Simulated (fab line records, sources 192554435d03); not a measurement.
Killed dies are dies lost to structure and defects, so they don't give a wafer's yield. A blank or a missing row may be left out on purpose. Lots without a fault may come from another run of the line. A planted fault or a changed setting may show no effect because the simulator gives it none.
Chamber matching | flow n5_finfet | N5_BEOL_M5_STRIP_36 on rie_diel-04: 4 sister chambers
The step strips in N2/H2. 27 wafers are shown with their chamber, then 12 later ones without.

WAFERS WITH THEIR CHAMBER
wafer  | chamber | drypump_motor_current_A (A) | showerhead_plenum_p_Torr (Torr) | throttle_valve_pct (%)
L075.1 | 2       | 4.8                         | 2.63                            | 23.39
L075.2 | 3       | 6.1                         | 2.43                            | 23.66
L075.3 | 1       | 5.4                         | 2.47                            | 24.16
L075.4 | 0       | 6.3                         | 2.53                            | 23.38
L075.5 | 0       | 6.3                         | 2.53                            | 23.39
L075.6 | 3       | 6.0                         | 2.43                            | 23.64
L076.2 | 1       | 5.4                         | 2.47                            | 24.19
L076.4 | 2       | 4.8                         | 2.63                            | 23.37
L076.5 | 3       | 6.1                         | 2.43                            | 23.64
L080.2 | 3       | 6.0                         | 2.42                            | 23.66
L080.5 | 1       | 5.4                         | 2.47                            | 24.21
L080.6 | 0       | 6.2                         | 2.52                            | 23.39
L081.1 | 1       | 5.4                         | 2.47                            | 24.22
L081.2 | 0       | 6.2                         | 2.52                            | 23.40
L081.3 | 3       | 6.0                         | 2.42                            | 23.63
L082.1 | 3       | 6.0                         | 2.42                            | 23.64
L082.3 | 2       | 4.8                         | 2.63                            | 23.41
L082.5 | 0       | 6.3                         | 2.52                            | 23.40
L083.2 | 2       | 4.7                         | 2.63                            | 23.41
L083.5 | 1       | 5.4                         | 2.46                            | 24.20
L083.6 | 0       | 6.3                         | 2.52                            | 23.40
L087.1 | 3       | 6.0                         | 2.42                            | 23.66
L087.4 | 2       | 4.8                         | 2.62                            | 23.43
L087.5 | 2       | 4.8                         | 2.62                            | 23.46
L088.1 | 1       | 5.4                         | 2.46                            | 24.19
L088.2 | 2       | 4.7                         | 2.63                            | 23.42
L088.3 | 0       | 6.3                         | 2.52                            | 23.46

SIGNATURES (means of the wafers above)
reading                  | chamber 0 | chamber 1 | chamber 2 | chamber 3 | scatter within a chamber
drypump_motor_current_A  | 6.271     | 5.400     | 4.771     | 6.029     | 0.0432
showerhead_plenum_p_Torr | 2.5229    | 2.4667    | 2.6271    | 2.4243    | 0.00507
throttle_valve_pct       | 23.4029   | 24.1950   | 23.4129   | 23.6471   | 0.023
Rule: a wafer's distance from a chamber is the root of the sum, over the readings, of the square of ((its reading less the chamber's mean) divided by the reading's scatter). The wafer belongs to the nearest chamber; if the next one is less than 2 further off, it can't be placed. The scatter: the root of (the sum of the squares of (reading less its chamber's mean) over the shown wafers, divided by (wafers less chambers)).

WAFERS WITHOUT THEIR CHAMBER
wafer  | drypump_motor_current_A (A) | showerhead_plenum_p_Torr (Torr) | throttle_valve_pct (%)
L088.4 | 6.0                         | 2.42                            | 23.69
L088.5 | 6.0                         | 2.42                            | 23.66
L088.6 | 6.2                         | 2.52                            | 23.42
L090.1 | 5.4                         | 2.46                            | 24.24
L090.2 | 4.8                         | 2.62                            | 23.42
L090.3 | 6.0                         | 2.42                            | 23.67
L089.1 | 6.3                         | 2.52                            | 23.42
L089.2 | 5.4                         | 2.46                            | 24.22
L089.4 | 6.0                         | 2.42                            | 23.67
L095.1 | 6.3                         | 2.52                            | 23.44
L095.2 | 6.0                         | 2.42                            | 23.67
L095.3 | 4.8                         | 2.62                            | 23.44

WHICH CHAMBER EACH WENT THROUGH
wafer  | from the rows above | in truth
L088.4 | 3                   | 3
L088.5 | 3                   | 3
L088.6 | 0                   | 0
L090.1 | 1                   | 1
L090.2 | 2                   | 2
L090.3 | 3                   | 3
L089.1 | 0                   | 0
L089.2 | 1                   | 1
L089.4 | 3                   | 3
L095.1 | 0                   | 0
L095.2 | 3                   | 3
L095.3 | 2                   | 2
Placed correctly: 12 of 12. Can't be placed from these rows: 0. Placed wrongly: 0.
